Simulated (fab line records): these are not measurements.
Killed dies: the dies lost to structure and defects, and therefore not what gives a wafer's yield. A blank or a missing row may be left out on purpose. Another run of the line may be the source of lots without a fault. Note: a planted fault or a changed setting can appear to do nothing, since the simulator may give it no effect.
8D (eight disciplines) problem report, filled in by code	flow n5-finfet	the parts of the form that need people (team, actions taken, sign-off) are left out

## 1. THE ISSUE
A mean of 80.3 nm is read at N5_BEOL_M1_OCD_MEAS_38 for trench-depth-nm, taken on 1 wafer of 1 lot, against 55.5 nm (standard deviation 1) on wafers free of any fault. That puts it +25 standard deviations away from the usual mean.
Earliest sighting: wafer L368.4 on ocd-01 at day 11 04:41. The record holds 24 wafers of 9 lots with a number at this step. The rule behind "out" and "out of limits": a value lying over 4 standard deviations away from the usual mean. Any other wafer with a number is counted as sound.

## 2. WHAT IT IS AND WHAT IT IS NOT
question	is	is not
which readings at this step	trench-depth-nm	-
which lots	L368	L348, L349, L352, L353, L355, L357, L359, L362
which wafers of those lots	L368.4	L368.1
read on which gauges	ocd-01	ocd-02
when	from day 11 04:41	up to then (23 sound wafers)

## 3. WHAT RULES OUT EACH SUSPECT
Counting: any tool at a process step up to the reading remains a suspect provided it ran every lot that is out. Sound lots after the first of them don't rule it out here, since some wafers of a struck lot are sound.
- the gauge at N5_BEOL_M1_OCD_MEAS_38 is ruled out. All the wafers that are out were read on ocd-01, but those of them that N5_BEOL_M1_TRENCH_ETCH_37 has rows for are out there too, on other tools.
- rie-diel-03 at N5_BEOL_M1_TRENCH_ETCH_37 (etches SiOC in C4F6/O2, target depth 55.207 nm, time 29 s): kept. The lot that is out, L368, ran on it at day 11 04:31; the last sound lot it ran before that was L362, at day 9 23:52. On those wafers its own readings are out: oes-product-au.
- rie-diel-03 at N5_BEOL_M1_ETCH_41 (etches SiCN in CH3F/O2, target depth 31.9 nm, time 57.8 s): kept. The lot that is out, L368, ran on it at day 11 04:41; the last sound lot it ran before that was L362, at day 10 00:01. Because N5_BEOL_M1_ETCH_41 lacks a start for some lots, the hours and order of its lots are taken from N5_BEOL_M1_OCD_MEAS_38.
- The sound lot-mates ran in chamber 3 of rie-diel-03 at N5_BEOL_M1_TRENCH_ETCH_37, but the wafers that are out ran in chamber 1.
- The sound lot-mates ran in chamber 3 of rie-diel-03 at N5_BEOL_M1_ETCH_41, but the wafers that are out ran in chamber 1.
After counting, rie-diel-03 at N5_BEOL_M1_TRENCH_ETCH_37 and rie-diel-03 at N5_BEOL_M1_ETCH_41 remain.

## 4. THE CAUSE (what the simulator had put in)
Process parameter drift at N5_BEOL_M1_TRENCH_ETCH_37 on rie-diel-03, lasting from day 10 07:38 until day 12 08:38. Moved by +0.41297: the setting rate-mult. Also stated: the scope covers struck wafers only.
Counting left 2 suspects, and this tool is among them.

## 5. THE EFFECT CHAIN, in route order
Each row: a reading where the mean over the struck wafers with a number is more than 3 standard deviations away from the usual. Only readings whose record carries a usual standard deviation are examined. hours: median over the lots of the time between each lot's start at the first step of this table that gives one and its start at this step. sigmas: the change, counted in usual standard deviations.
hours	step	reading	usual	on struck wafers	change	sigmas
0	N5_BEOL_M1_TRENCH_ETCH_37	oes-product-au	0.79 a.u.	1.12	+0.33	+4.6
0	N5_BEOL_M1_OCD_MEAS_38	trench-depth-nm	55.5 nm	80.3	+24.8	+25
1	N5_BEOL_M1_PRE_CLEAN_45	heater-power-w	327 W	267	-60	-3.8
46	N5_BEOL_M4_RC_MEAS_101	CHAIN_V0	238 ohm/link	188	-50	-4.2
46	N5_BEOL_M4_RC_MEAS_101	CHAIN_V0_max_site	247 ohm/link	190	-57	-4.8
146	N5_PASSIVATION_PROBE_49	defect-limited-yield	91.4 %	60.2	-31.2	-20
146	N5_PASSIVATION_PROBE_49	killed_at_M0_to_M3	35	390	+355	+36
146	N5_PASSIVATION_PROBE_49	killed-dies	102	470	+368	+20
146	N5_PASSIVATION_PROBE_49	killed-on-rim	13	47	+34	+8.1
146	N5_PASSIVATION_PROBE_49	sort-n-pass	1078	710	-368	-18
146	N5_PASSIVATION_PROBE_49	sort-yield-pct	91.3 %	60.2	-31.1	-18
Here are the process steps it includes:
- N5_BEOL_M1_TRENCH_ETCH_37: etches SiOC in C4F6/O2, target depth 55.207 nm, time 29 s.
- N5_BEOL_M1_PRE_CLEAN_45: time 30 s.
- N5_PASSIVATION_PROBE_49

## 6. HOW IT WOULD HAVE BEEN CAUGHT EARLIER
Counted from the fault's start at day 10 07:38, it took 21 hours until the first out-of-limits reading at a measuring or inspecting step in this record, taken at day 11 04:41.
Tool's own readings at N5_BEOL_M1_TRENCH_ETCH_37, oes-product-au: out on all struck wafers the step has rows for; an alarm limit on them would have tripped on the first.
Lots out: 1; all had begun N5_BEOL_M1_TRENCH_ETCH_37 on rie-diel-03 by day 11 04:41. None of them would have been spared by holding the tool at that moment.
